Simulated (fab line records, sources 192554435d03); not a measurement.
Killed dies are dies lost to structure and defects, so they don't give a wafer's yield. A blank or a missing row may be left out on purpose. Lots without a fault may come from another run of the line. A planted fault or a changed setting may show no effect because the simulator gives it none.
Chamber matching | flow n5_finfet | N5_BEOL_M0_SAQP_SPACER1_ALD_98 on ald_sin-02: 4 sister chambers
The step deposits SiO2, target thk 12.8 nm, pulse time 1 s, purge time 2 s. 8 wafers are shown with their chamber, then 9 later ones without.

WAFERS WITH THEIR CHAMBER
wafer  | chamber | heater_power_w (W) | precursor_pulse_height_rel
L079.2 | 1       | 579                | 0.981
L081.1 | 1       | 571                | 0.988
L084.3 | 2       | 470                | 0.991
L084.4 | 2       | 455                | 0.986
L084.5 | 0       | 511                | 1.058
L088.2 | 3       | 387                | 0.931
L088.3 | 0       | 491                | 0.993
L088.5 | 3       | 405                | 1.006

WAFERS WITHOUT THEIR CHAMBER
wafer  | heater_power_w (W) | precursor_pulse_height_rel
L092.2 | 543                | 1.018
L092.4 | 391                | 0.999
L092.6 | 525                | 0.958
L093.2 | 396                | 1.038
L093.5 | 498                | 1.003
L093.6 | 546                | 1.007
L097.1 | 394                | 1.037
L097.2 | 501                | 1.022
L097.6 | 507                | 1.029

WHICH CHAMBER EACH WENT THROUGH
wafer  | from the rows above     | in truth
L092.2 | can't be placed: 1 or 0 | 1
L092.4 | 3                       | 3
L092.6 | can't be placed: 0 or 1 | 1
L093.2 | 3                       | 3
L093.5 | 0                       | 0
L093.6 | can't be placed: 1 or 0 | 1
L097.1 | 3                       | 3
L097.2 | 0                       | 0
L097.6 | 0                       | 0
Placed correctly: 6 of 9. Can't be placed from these rows: 3 (the true chamber is among the candidates in 3). Placed wrongly: 0.
How it was worked out, from the rows above alone: a wafer's distance from a chamber is the root of the sum, over the readings, of the square of ((its reading less the chamber's mean) divided by the reading's scatter). The wafer belongs to the nearest chamber; if the next one is less than 2 further off, it can't be placed. A chamber's mean is the mean of its shown wafers. The scatter: the root of (the sum of the squares of (reading less its chamber's mean) over the shown wafers, divided by (wafers less chambers)).
